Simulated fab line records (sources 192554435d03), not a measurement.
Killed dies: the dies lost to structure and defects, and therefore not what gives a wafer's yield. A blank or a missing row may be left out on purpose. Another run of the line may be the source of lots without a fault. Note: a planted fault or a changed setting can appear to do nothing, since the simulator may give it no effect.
Chamber matching || flow n5Finfet || rieDiel-02 running N5_SD_EPI_P_DESCUM_14: 4 sister chambers
The step chemistry O2, time 7.9 s. 4 wafers are shown with their chamber, then 9 later ones without.

## WAFERS WITH THEIR CHAMBER
{"wafer": "L078.5", "chamber": 2, "showerheadPlenumPTorr (Torr)": 2.07}
{"wafer": "L085.2", "chamber": 3, "showerheadPlenumPTorr (Torr)": 2.17}
{"wafer": "L085.4", "chamber": 1, "showerheadPlenumPTorr (Torr)": 2.05}
{"wafer": "L085.5", "chamber": 0, "showerheadPlenumPTorr (Torr)": 2.07}

## WAFERS MISSING THEIR CHAMBER
{"wafer": "L087.1", "showerheadPlenumPTorr (Torr)": 2.17}
{"wafer": "L087.2", "showerheadPlenumPTorr (Torr)": 2.05}
{"wafer": "L087.3", "showerheadPlenumPTorr (Torr)": 2.07}
{"wafer": "L089.1", "showerheadPlenumPTorr (Torr)": 2.17}
{"wafer": "L089.3", "showerheadPlenumPTorr (Torr)": 2.06}
{"wafer": "L089.6", "showerheadPlenumPTorr (Torr)": 2.16}
{"wafer": "L092.1", "showerheadPlenumPTorr (Torr)": 2.06}
{"wafer": "L092.2", "showerheadPlenumPTorr (Torr)": 2.16}
{"wafer": "L092.3", "showerheadPlenumPTorr (Torr)": 2.07}

## WHICH CHAMBER EACH WENT THROUGH
{"wafer": "L087.1", "from the rows above": 3, "in truth": 3}
{"wafer": "L087.2", "from the rows above": 1, "in truth": 1}
{"wafer": "L087.3", "from the rows above": "can't be placed: 0 or 2", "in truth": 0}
{"wafer": "L089.1", "from the rows above": 3, "in truth": 3}
{"wafer": "L089.3", "from the rows above": "can't be placed: 0 or 2 or 1", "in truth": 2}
{"wafer": "L089.6", "from the rows above": 3, "in truth": 3}
{"wafer": "L092.1", "from the rows above": "can't be placed: 0 or 2 or 1", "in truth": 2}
{"wafer": "L092.2", "from the rows above": 3, "in truth": 3}
{"wafer": "L092.3", "from the rows above": "can't be placed: 0 or 2", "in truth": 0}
Correct placement for 5 of the 9. Can't be placed from these rows: 4 (the true chamber is among the candidates in 4). 0 placed wrongly.
How it was worked out, from the rows above alone: a wafer's distance from a chamber is the root of the sum, over the readings, of the square of ((its reading less the chamber's mean) divided by the reading's scatter). If the next closest chamber is less than 2 further off than the closest, the wafer can't be placed; otherwise it belongs to the closest. For every chamber, the mean is computed from those of its wafers that are shown. The scatter (one wafer shown for each chamber): square how far every hidden wafer sits from the nearest shown wafer, average those squares and take the square root.
